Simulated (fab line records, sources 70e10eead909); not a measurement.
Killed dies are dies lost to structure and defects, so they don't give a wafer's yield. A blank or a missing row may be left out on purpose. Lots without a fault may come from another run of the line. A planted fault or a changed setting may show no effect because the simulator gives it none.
Which tool did it? | flow nand_harc | 13 lots, 39 wafers sampled, at 5 steps of a route of 1159

WHAT THE GAUGES READ, wafer by wafer
NHARC_A_M1_THK_MEAS_24: measures by xrf. Usual: thk_nm 154.1 nm, standard deviation 1.5.
lot  | measured     | on            | thk_nm (nm)       | flag
L273 | day 18 06:42 | film_metro-02 | 153.5 152.5 152.3 |
L272 | day 18 07:12 | film_metro-01 | 154.0 152.0 153.3 |
L276 | day 19 08:48 | film_metro-02 | 154.6 154.3 153.5 |
L275 | day 19 18:17 | film_metro-02 | 155.7 155.9 154.8 |
L284 | day 20 23:14 | film_metro-01 | 153.8 152.0 154.4 |
L286 | day 21 19:16 | film_metro-02 | 154.5 153.8 154.3 |
L285 | day 21 20:23 | film_metro-02 | 155.4 153.7 156.2 |
L288 | day 22 00:28 | film_metro-01 | 155.8 153.9 153.7 |
L287 | day 22 08:29 | film_metro-01 | 156.4 153.9 153.1 |
L290 | day 22 13:42 | film_metro-02 | 154.9 153.4 153.9 |
L292 | day 22 18:50 | film_metro-02 | 154.0 151.1 154.4 |
L293 | day 22 20:43 | film_metro-02 | 154.1 155.0 153.8 |
L291 | day 22 23:26 | film_metro-02 | 154.9 157.2 157.1 |

NHARC_A_BONDPAD_CD_MEAS_09: target cd 500 nm. Usual: cd_nm 499.4 nm, standard deviation 2.4.
lot  | measured     | on        | cd_nm (nm)        | flag
L273 | day 18 09:07 | cd_sem-02 | 499.7 502.4 501.4 |
L272 | day 18 09:36 | cd_sem-02 | 504.0 501.2 500.0 |
L276 | day 19 10:55 | cd_sem-03 | 494.9 499.4 498.6 |
L275 | day 19 20:43 | cd_sem-03 | 496.1 498.7 493.5 |
L284 | day 21 01:22 | cd_sem-02 | 503.8 500.6 501.2 |
L286 | day 21 21:13 | cd_sem-03 | 501.0 499.1 501.2 |
L285 | day 21 22:21 | cd_sem-01 | 496.4 495.1 497.5 |
L288 | day 22 02:32 | cd_sem-03 | 501.2 499.7 496.8 |
L287 | day 22 10:34 | cd_sem-02 | 501.5 501.2 498.1 |
L290 | day 22 15:47 | cd_sem-02 | 497.6 500.4 496.2 |
L292 | day 22 20:58 | cd_sem-03 | 502.9 500.3 502.6 |
L293 | day 22 22:47 | cd_sem-01 | 502.5 499.9 497.1 |
L291 | day 23 01:43 | cd_sem-01 | 499.7 497.5 500.1 |

NHARC_HYBRID_BOND_INSPECT_06: inspects for defects (ir void). Usual: raw_defect_count 31, standard deviation 13.
lot  | measured     | on                | raw_defect_count | flag
L273 | day 18 20:41 | defect_inspect-02 | 30 29 33         |
L272 | day 18 20:40 | defect_inspect-02 | 23 22 21         |
L276 | day 20 01:05 | defect_inspect-01 | 34 31 31         |
L275 | day 20 10:08 | defect_inspect-02 | 23 18 23         |
L286 | day 22 09:48 | defect_inspect-02 | 42 32 40         |
L288 | day 22 19:41 | defect_inspect-02 | 14 7 19          |
L287 | day 22 19:43 | defect_inspect-02 | 35 32 42         |
L290 | day 23 04:19 | defect_inspect-02 | 22 16 12         |
L292 | day 23 09:32 | defect_inspect-02 | 41 53 48         |
L293 | day 23 09:34 | defect_inspect-02 | 44 42 55         |
L291 | day 23 14:53 | defect_inspect-02 | 27 19 42         |

NHARC_END_SORT_01. Usual: defect_limited_yield 95.4 %, standard deviation 1.5; killed_at_array 27, standard deviation 9.9; killed_at_other 0.5, standard deviation 0.76; killed_at_periphery 3.4, standard deviation 2.2; killed_dies 31, standard deviation 10; killed_open 3.3, standard deviation 2; killed_short 2.0, standard deviation 1.5; sort_bin_2_pct 1.5 %, standard deviation 0.64; sort_bin_3_pct 0.21 %, standard deviation 0.2; sort_bin_4_pct 2.9 %, standard deviation 0.97; sort_n_pass 646, standard deviation 10; sort_rim_yield_pct 96.9 %, standard deviation 2; sort_yield_pct 95.4 %, standard deviation 1.5.
lot  | measured     | on        | defect_limited_yield (%) | killed_at_array | killed_at_other | killed_at_periphery | killed_dies | killed_open | killed_short | sort_bin_2_pct (%) | sort_bin_3_pct (%) | sort_bin_4_pct (%) | sort_n_pass | sort_rim_yield_pct (%) | sort_yield_pct (%) | flag
L275 | day 21 11:41 | prober-02 | 96.2 96.3 96.5           | 22 21 22        | 1 1 0           | 3 3 2               | 26 25 24    | 6 5 1       | 2 1 3        | 1.5 1.2 0.7        | 0 0 0              | 2.4 2.5 2.8        | 651 652 653 | 96.2 97.2 98.1         | 96.2 96.3 96.5     |
L284 | day 22 13:32 | prober-02 | 0 0 0                    | 676 675 675     | 0 1 0           | 1 1 2               | 677 677 677 | 1 2 2       | 1 3 3        | 97.5 95.9 96.2     | 0.59 0.15 0        | 1.9 4.0 3.8        | 0 0 0       | 0 0 0                  | 0 0 0              | OFF
L285 | day 23 04:05 | prober-02 | 0 0 0                    | 671 673 674     | 3 1 1           | 3 3 2               | 677 677 677 | 4 5 9       | 3 6 3        | 94.7 95.9 95.7     | 0 0.15 0.15        | 5.3 4.0 4.1        | 0 0 0       | 0 0 0                  | 0 0 0              | OFF
L290 | day 23 22:16 | prober-01 | 96.8 97.3 96.8           | 15 16 14        | 1 0 2           | 6 2 6               | 22 18 22    | 5 3 7       | 1 1 1        | 1.0 1.0 1.2        | 0.15 0.30 0        | 2.1 1.3 2.1        | 655 659 655 | 98.1 97.2 99.1         | 96.8 97.3 96.8     |

WHICH TOOL RAN EACH LOT (tool, then ch and the chambers of the sampled wafers, then the start)
lot  | NHARC_A_BONDPAD_PVD_27
L273 | pvd_sputter-01, day 18 10:34
L272 | pvd_sputter-02, day 18 10:59
L276 | pvd_sputter-02, day 19 12:18
L275 | pvd_sputter-01, day 19 22:05
L284 | pvd_sputter-01, day 21 02:47
L286 | pvd_sputter-01, day 21 22:37
L285 | pvd_sputter-02, day 21 23:45
L288 | pvd_sputter-01, day 22 03:56
L287 | pvd_sputter-02, day 22 11:58
L290 | pvd_sputter-03, day 22 17:22
L292 | pvd_sputter-01, day 22 22:20
L293 | pvd_sputter-03, day 23 00:11
L291 | pvd_sputter-03, day 23 03:40
- NHARC_A_BONDPAD_PVD_27: deposits Cu, target thk 30 nm, time 20.49 s.

WHAT THE TOOLS THEMSELVES READ (means of the sampled wafers that have a number; where no wafer has one, the mark that the record gives instead)
NHARC_A_BONDPAD_PVD_27. Usual: cathode_dc_power_W 5000.0 W, standard deviation 0.87; chamber_pressure_pa 5.001 Pa, standard deviation 0.0096; throttle_valve_pct 29.5 %, standard deviation 0.81.
lot  | tool           | cathode_dc_power_W (W) | chamber_pressure_pa (Pa) | throttle_valve_pct (%) | flag
L273 | pvd_sputter-01 | 5000.2                 | 5.005                    | 29.5                   |
L272 | pvd_sputter-02 | 4999.9                 | 5.002                    | 28.0                   |
L276 | pvd_sputter-02 | 4999.7                 | 4.999                    | 28.4                   |
L275 | pvd_sputter-01 | 5000.4                 | 5.004                    | 29.4                   |
L284 | pvd_sputter-01 | -                      | -                        | -                      | OFF
L286 | pvd_sputter-01 | 5000.1                 | 5.003                    | 29.4                   |
L285 | pvd_sputter-02 | -                      | -                        | -                      | OFF
L288 | pvd_sputter-01 | 4999.2                 | 5.006                    | 29.6                   |
L287 | pvd_sputter-02 | 5000.1                 | 5.002                    | 29.3                   |
L290 | pvd_sputter-03 | 5000.3                 | 4.995                    | 29.6                   |
L292 | pvd_sputter-01 | 4999.3                 | 4.999                    | 29.7                   |
L293 | pvd_sputter-03 | 4999.8                 | 4.999                    | 29.2                   |
L291 | pvd_sputter-03 | 5000.5                 | 5.003                    | 30.1                   |

THE ANSWER, worked out from the rows above alone
Rule: a lot is off if the mean of its wafers that have a number lies more than 3 standard deviations from the usual mean. A lot without any number at a reading at which 4 lots or more have one is off too. The other lots that the step has rows for count as sound. The gauges are gone through in route order, then the tools' own readings, and for those a lot's mean is taken as printed above. The first step at which some lot is off is used, and at that step the reading that is off furthest; a lot without a number counts as furthest.
Off: L284, L285, at NHARC_END_SORT_01 (sort_bin_2_pct). Neither off nor sound, because the step has no rows for them: L273, L272, L276, L286, L288, L287, L292, L293, L291.
A tool fits if, at a process step before that reading, it ran every lot that is off, and no sound lot after the first of them. The gauges at NHARC_END_SORT_01 aren't tried: what is off there is off at NHARC_A_BONDPAD_PVD_27 too, on other tools, and a gauge's error can't cause that. None of those tried fits.

WHAT THE SIMULATOR HAD PUT IN
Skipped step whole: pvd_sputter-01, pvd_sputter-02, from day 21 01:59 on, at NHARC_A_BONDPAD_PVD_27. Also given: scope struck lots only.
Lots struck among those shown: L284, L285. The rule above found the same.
